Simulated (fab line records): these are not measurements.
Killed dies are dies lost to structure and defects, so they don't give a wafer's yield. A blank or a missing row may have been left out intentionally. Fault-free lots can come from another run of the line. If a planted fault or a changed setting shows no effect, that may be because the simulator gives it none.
Comparing a struck lot with a sound one | flow n5_finfet | 18 steps out of a route of 1938
Sound: the wafers L293.2, L293.4, L293.6. Struck: wafers L303.2, L303.5 (left out: L303.6, a lot-mate that was not struck); the cause follows at the end.
Each step with rows lists, per side, the tool, then ch with its chambers, then its first start. Under that, the readings that differ: sound wafers | struck wafers | difference of the means | sigmas: that difference in standard deviations of wafers without a fault.
alike: readings with means less than 2 such deviations apart, plus words and numbers identical on both sides. not compared: withheld readings, readings lacking a value on some wafer, bounds such as >300 that could conceal the same value, and numbers that have no deviation in the record and whose values overlap.
A row with sigmas, a row that says differs or no value, or rows on one side alone: a step with any of these is where the two part. When numbers do not overlap yet have no deviation, they are printed without sigmas and do not part them. A reading missing from all wafers of one side parts the sides only when that side holds two or more wafers.

N5_BEOL_M0_CUTY_OVL_MEAS_58:
  sound on overlay-01 ch 0, day 6 02:33; struck on overlay-01 ch 0, day 8 06:45
  alike: M0_ABLK_OVL
N5_BEOL_M0_CUTY_INSPECT_59: inspects for defects (macro).
  sound on defect_inspect-02 at day 6 02:35; struck on defect_inspect-01 at day 8 06:46
  alike: raw_defect_count
then, 2 steps without rows for these wafers: N5_BEOL_M0_CUTY_DESCUM_61 (chemistry O2, time 7.9 s); N5_BEOL_M0_CUTY_ETCH_62 (etches SiARC in CF4, time 58.5 s).
N5_BEOL_M0_CUTY_ETCH_63: etches SOC in N2/H2, target depth 82.7 nm, overetch 16.5 nm, time 124 s.
  sound on rie_diel-03 ch 0,2,3, day 6 02:41; struck on rie_diel-05 ch 2,3, day 8 07:03
  alike: bias_w, drypump_motor_current_A, n2_flow_sccm, oes_product_au, rf_fwd_power_W, rf_vpp_V, showerhead_plenum_p_Torr, throttle_valve_pct
  not compared: rf_hours_counter_h
then, 1 step without rows for these wafers: N5_BEOL_M0_CUTY_STRIP_64 (strips in N2/H2).
N5_BEOL_M0_ETCH_138: etches SiCN in CH3F/O2, target depth 12 nm, time 31.6 s.
  sound on rie_diel-03 ch 0,2,3, day 6 02:49; struck on rie_diel-05 ch 2,3, day 8 07:10
  alike: bias_w, drypump_motor_current_A, etch_rf_on_time_s, oes_product_au, rf_fwd_power_W, rf_vpp_V, showerhead_plenum_p_Torr, throttle_valve_pct
  not compared: rf_hours_counter_h
then, 1 step without rows for these wafers: N5_BEOL_M0_HM_OPEN_105 (chemistry Cl2/BCl3, target TiN, target depth 12 nm).
N5_BEOL_M0_STRIP_140: strips in CF4.
  sound on rie_diel-01 ch 0,1, day 6 05:44; struck on rie_diel-01 ch 0,2, day 8 10:37
  alike: drypump_motor_current_A, oes_product_au, power_w, rf_vpp_V, showerhead_plenum_p_Torr, throttle_valve_pct
  not compared: rf_hours_counter_h
N5_BEOL_M0_STRIP_104: strips in N2/H2.
  sound on rie_diel-01 ch 0,1, day 6 05:45; struck on rie_diel-01 ch 0,2, day 8 10:38
  alike: drypump_motor_current_A, n2_flow_sccm, oes_product_au, power_w, rf_vpp_V, showerhead_plenum_p_Torr, throttle_valve_pct
  not compared: rf_hours_counter_h
then, 1 step without rows for these wafers: N5_BEOL_M0_WET_ETCH_106 (etches SiO2 in DHF, target depth 130 nm, rinse time 30 s).
N5_BEOL_M0_ETCH_128: etches SiCN in CF4/N2, target depth 12 nm, overetch 5.1 nm, time 21.4 s.
  sound on rie_diel-01 ch 0,1,2, day 6 05:52; struck on rie_diel-01 ch 0, day 8 10:46
  reading    | sound             | struck      | difference | sigmas
  bias_w (W) | 69.88 70.04 70.25 | 69.81 69.42 | -0.44      | -2
  alike: drypump_motor_current_A, n2_flow_sccm, oes_product_au, rf_fwd_power_W, rf_vpp_V, showerhead_plenum_p_Torr, throttle_valve_pct
  not compared: rf_hours_counter_h
N5_BEOL_M0_TRENCH_ETCH_107: etches SiOC in C4F6/O2, target depth 32.8 nm, time 16.4 s.
  sound on rie_diel-01 ch 0,1,2, day 6 05:55; struck on rie_diel-01 ch 0, day 8 10:49
  reading                             | sound             | struck      | difference | sigmas
  oes_f_703_au (a.u.)                 | 0.70 0.85 0.81    | 1.04 1.06   | +0.26      | +3
  rf_fwd_power_W (W)                  | 347.7 350.2 343.9 | 433.1 433.8 | +86.2      | +54
  rf_vpp_V (V)                        | 637 662 681       | 593 592     | -68        | -6
  model.BEOL_M0.feature_depth_nm (nm) | 31 33 32.8        | 36.4 36.2   | +4.0       |
  alike: bias_w, drypump_motor_current_A, oes_product_au, showerhead_plenum_p_Torr, throttle_valve_pct
  not compared: rf_hours_counter_h
then, 1 step without rows for these wafers: N5_BEOL_M0_STRIP_142 (strips in N2/H2, time 10 s).
N5_BEOL_M0_OCD_MEAS_108:
  sound on ocd-02 at day 6 06:01; struck on ocd-02 at day 8 10:55
  reading              | sound          | struck    | difference | sigmas
  trench_depth_nm (nm) | 31.4 33.3 32.4 | 36.3 36.6 | +4.1       | +6
then, 1 step without rows for these wafers: N5_BEOL_M0_HM_STRIP_129 (strips TiN in peroxide tin strip, target depth 17 nm, time 108 s).
-- record jumps: 2 days separate the struck wafers' starts on either side; left off in module BEOL_M0, taken up again in module BEOL_M4, whose first shown step is the route's number 1111 --
N5_BEOL_M4_RC_MEAS_101:
  sound on prober-01 ch 0, day 8 15:38; struck on prober-01 ch 0, day 10 15:29
  alike: DIBL_N, DIBL_P, IOFF_N, IOFF_P, ION_N, ION_P, SS_N, SS_P, VT_N, VT_P
next, for these wafers, 1 step has no rows: N5_PASSIVATION_PROBE_49.

## WHERE THEY PART
Earliest at N5_BEOL_M0_ETCH_128; latest, in this record, at N5_BEOL_M0_OCD_MEAS_108. Later steps at which nothing parts them and some readings are alike: N5_BEOL_M4_RC_MEAS_101.

WHY: what the simulator had put in
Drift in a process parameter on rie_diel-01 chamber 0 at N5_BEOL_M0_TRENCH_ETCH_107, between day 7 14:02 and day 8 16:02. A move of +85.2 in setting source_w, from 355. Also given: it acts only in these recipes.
